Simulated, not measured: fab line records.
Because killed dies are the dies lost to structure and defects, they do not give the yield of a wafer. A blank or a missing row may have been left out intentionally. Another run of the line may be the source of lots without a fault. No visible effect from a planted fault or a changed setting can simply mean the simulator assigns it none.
Comparing a struck lot with a sound one / flow n5_finfet / 23 out of 1938 route steps
Sound: the wafers L262.1, L262.3, L262.4. Struck: wafers L250.1, L250.5 (left out: L250.3, a lot-mate that was not struck); the cause follows at the end.
Per side, at each step with rows, come the tool, then ch with its chambers, and then its first start. Under that, the readings that differ: sound wafers / struck wafers / difference of the means / sigmas: that difference in standard deviations of wafers without a fault.
alike: readings whose means differ by less than 2 such deviations, and words and numbers that are the same on both sides. not compared: withheld readings, readings that some wafer has no value for, bounds like >300 that may hide the same value, and numbers for which the record gives no deviation and whose values overlap.
A row with sigmas, a row that says differs or no value, or rows on one side alone: a step with any of these is where the two part. Numbers that don't overlap but have no deviation are shown without sigmas and don't part them. Lack of a reading on every wafer of one side parts them only where that side has two or more wafers.

first, 11 steps without rows for these wafers: N5_BEOL_M8_ETCH_62 (etches SOC in N2/H2, target depth 110 nm, overetch 22 nm, time 165 s); N5_BEOL_M8_STRIP_68 (strips in N2/H2); N5_BEOL_M8_STRIP_67 (strips in CF4); N5_BEOL_M8_HM_OPEN_17 (chemistry Cl2/BCl3, target TiN, target depth 20 nm, overetch 6 nm); N5_BEOL_M8_STRIP_19 (strips in O2); N5_BEOL_M8_COAT_63 (time 60 s, resist thk 60 nm); N5_BEOL_M8_COAT_64 (time 60 s, resist thk 12 nm); N5_BEOL_M8_COAT_71 (time 60 s, resist thk 5 nm); N5_BEOL_M8_COAT_22 (resist thk 30 nm); N5_BEOL_M8_EBR_24; N5_BEOL_M8_SOFTBAKE_23 (time 60 s).
N5_BEOL_M8_EXPOSE_25: exposes mask V7, target cd 40 nm.
  sound on euv_scanner-02 ch 0, day 15 16:37; struck on euv_scanner-02 ch 0, day 12 04:42
  alike: mask
then, 2 steps without rows for these wafers: N5_BEOL_M8_PEB_26 (peb time 60 s); N5_BEOL_M8_DEVELOP_27 (develop time 30 s).
N5_BEOL_M8_CD_MEAS_28: target cd 40 nm.
  sound on cd_sem-03 ch 0, day 15 16:44; struck on cd_sem-01 ch 0, day 12 04:50
reading=cd_nm (nm); sound=39.90 40.26 39.78; struck=38.61 38.86; difference=-1.24; sigmas=-5
N5_BEOL_M8_DESCUM_33: chemistry O2, time 7 s.
  sound on rie_diel-06 ch 1,2, day 15 16:52; struck on rie_diel-06 ch 1,3, day 12 05:04
reading=model.BEOL_M8.cd_nm (nm); sound=40 40 40.2; struck=38.2 38.6; difference=-1.7; sigmas=
  alike: drypump_motor_current_A, oes_product_au, rf_vpp_V, showerhead_plenum_p_Torr, throttle_valve_pct
  not compared: rf_hours_counter_h
then, 5 steps without rows for these wafers: N5_BEOL_M8_ETCH_72 (etches underlayer in N2/H2, target depth 6.5 nm, time 5.2 s); N5_BEOL_M8_ETCH_65 (etches SiARC in CF4, target depth 15.6 nm, time 26 s); N5_BEOL_M8_ETCH_66 (etches SOC in N2/H2, target depth 80 nm, overetch 16 nm, time 120 s); N5_BEOL_M8_STRIP_69 (strips in N2/H2); N5_BEOL_M8_STRIP_73 (strips in N2/H2).
N5_BEOL_M8_VIA_ETCH_34: etches SiCOH lowk in C4F6/O2, target depth 125.5 nm, time 50.5 s.
  sound on rie_diel-06 ch 1,2, day 15 17:02; struck on rie_diel-06 ch 1,3, day 12 05:15
reading=model.BEOL_M8.cd_nm (nm); sound=39.4 39.8 39.8; struck=38 38.8; difference=-1; sigmas=
  alike: C4F6_flow_sccm, drypump_motor_current_A, oes_product_au, rf_vpp_V, showerhead_plenum_p_Torr, throttle_valve_pct
  not compared: rf_hours_counter_h
then, 1 step without rows for these wafers: N5_BEOL_M8_STRIP_76 (strips in C4F6/O2).

WHERE THEY PART
Only at N5_BEOL_M8_CD_MEAS_28, within this record. Later steps at which nothing parts them and some readings are alike: N5_BEOL_M8_DESCUM_33, N5_BEOL_M8_VIA_ETCH_34.

WHY: what had been put in by the simulator
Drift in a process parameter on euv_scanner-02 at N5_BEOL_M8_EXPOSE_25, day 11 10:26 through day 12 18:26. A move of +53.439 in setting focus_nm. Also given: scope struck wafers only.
